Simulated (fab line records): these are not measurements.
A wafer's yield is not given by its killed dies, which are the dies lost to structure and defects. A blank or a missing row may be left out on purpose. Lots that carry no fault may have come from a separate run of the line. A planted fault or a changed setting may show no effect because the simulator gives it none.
Which of the tools did it?    flow n5-finfet    at 1 step of a route of 1938, 9 lots with 25 wafers sampled

WHAT EACH GAUGE READ, for each wafer
N5_BEOL_M4_RC_MEAS_101. Usual: DIBL_N 36.8 mV/V, standard deviation 2.2; DIBL_P 37.1 mV/V, standard deviation 2.8; IOFF_N 0.17 nA/um, standard deviation 0.04; IOFF_P 0.22 nA/um, standard deviation 0.049; ION_N 672 uA/um, standard deviation 16; ION_P 460 uA/um, standard deviation 9.2; SS_N 71.6 mV/dec, standard deviation 0.69; SS_P 73.5 mV/dec, standard deviation 0.78; VT_N 249 mV, standard deviation 3.6; VT_P -250 mV, standard deviation 3.9.
lot   measured      on         DIBL_N (mV/V)   DIBL_P (mV/V)   IOFF_N (nA/um)  IOFF_P (nA/um)  ION_N (uA/um)  ION_P (uA/um)  SS_N (mV/dec)   SS_P (mV/dec)   VT_N (mV)    VT_P (mV)       flag
L890  day 7 22:00   prober-02  33.5 36.9 35.6  34.2 39.3 37.0  0.13 0.18 0.17  0.17 0.26 0.23  640 683 674    445 475 460    71.0 71.3 71.7  72.6 73.9 73.7  253 251 250  -250 -248 -248  
L892  day 8 07:02   prober-01  38.2 34.5 37.9  40.1 34.8 39.2  0.21 0.14 0.23  0.22 0.16 0.23  699 670 703    462 454 472    72.3 70.7 72.0  73.7 73.0 73.6  245 252 246  -251 -253 -250  
L891  day 8 09:48   prober-02  35.8 37.0 36.4  33.7 36.1 35.2  0.13 0.14 0.14  0.16 0.19 0.18  652 650 658    444 448 447    71.7 72.7 72.3  73.2 73.2 72.8  256 258 253  -257 -255 -256  
L893  day 8 11:29   prober-01  38.7 37.9 39.3  39.2 38.7 41.2  0.19 0.18 0.21  0.25 0.24 0.31  684 680 684    468 468 468    71.9 72.0 72.5  74.3 73.4 74.8  246 245 245  -246 -248 -247  
L895  day 8 18:54   prober-02  30.5 38.6 37.9  28.5 40.2 38.6  0.08 0.21 0.20  0.11 0.25 0.22  647 664 683    444 456 463    70.0 72.3 72.4  72.0 74.9 74.4  257 248 248  -259 -253 -251  
L894  day 9 05:04   prober-02  36.1 37.4       34.9 35.9       0.16 0.16       0.19 0.20       670 672        455 454        70.3 71.9       73.5 73.1       245 251      -252 -250       
L900  day 10 10:10  prober-01  32.9 37.9       31.9 39.1       0.10 0.19       0.13 0.24       647 674        440 455        70.6 71.9       71.9 74.7       260 247      -257 -251       
L903  day 11 14:58  prober-01  37.3 34.7 36.9  36.9 34.5 37.7  0.17 0.13 0.17  0.24 0.22 0.27  691 666 687    473 471 484    71.6 71.1 71.4  73.0 72.8 72.6  249 249 248  -243 -247 -244  
L911  day 13 15:09  prober-02  34.2 34.4 36.8  34.1 35.3 37.6  0.13 0.13 0.17  0.16 0.18 0.21  643 671 685    441 459 456    72.1 71.4 72.5  72.9 73.7 74.1  254 253 248  -256 -255 -252  

TOOL THAT RAN EACH LOT (tool first, then ch and the chambers of the sampled wafers, then the start)
The record holds no process step before these readings.

WHAT THE TOOLS THEMSELVES READ (means of the sampled wafers that have a number; where no wafer has one, the mark that the record gives instead)
The record holds no such reading with a usual standard deviation.

THE ANSWER, worked out from the rows above alone
Rule: take the mean of a lot's wafers that have a number; if it is more than 3 standard deviations from the usual mean, the lot is off. A lot without any number at a reading at which 4 lots or more have one is off too. The other lots that the step has rows for count as sound. The gauges are gone through in route order, then the tools' own readings, and for those a lot's mean is taken as printed above. The first step at which some lot is off is used, and at that step the reading that is off furthest; a lot without a number counts as furthest.
None of the lots is off at any reading shown; this tells nothing.

WHAT WAS PUT IN BY THE SIMULATOR
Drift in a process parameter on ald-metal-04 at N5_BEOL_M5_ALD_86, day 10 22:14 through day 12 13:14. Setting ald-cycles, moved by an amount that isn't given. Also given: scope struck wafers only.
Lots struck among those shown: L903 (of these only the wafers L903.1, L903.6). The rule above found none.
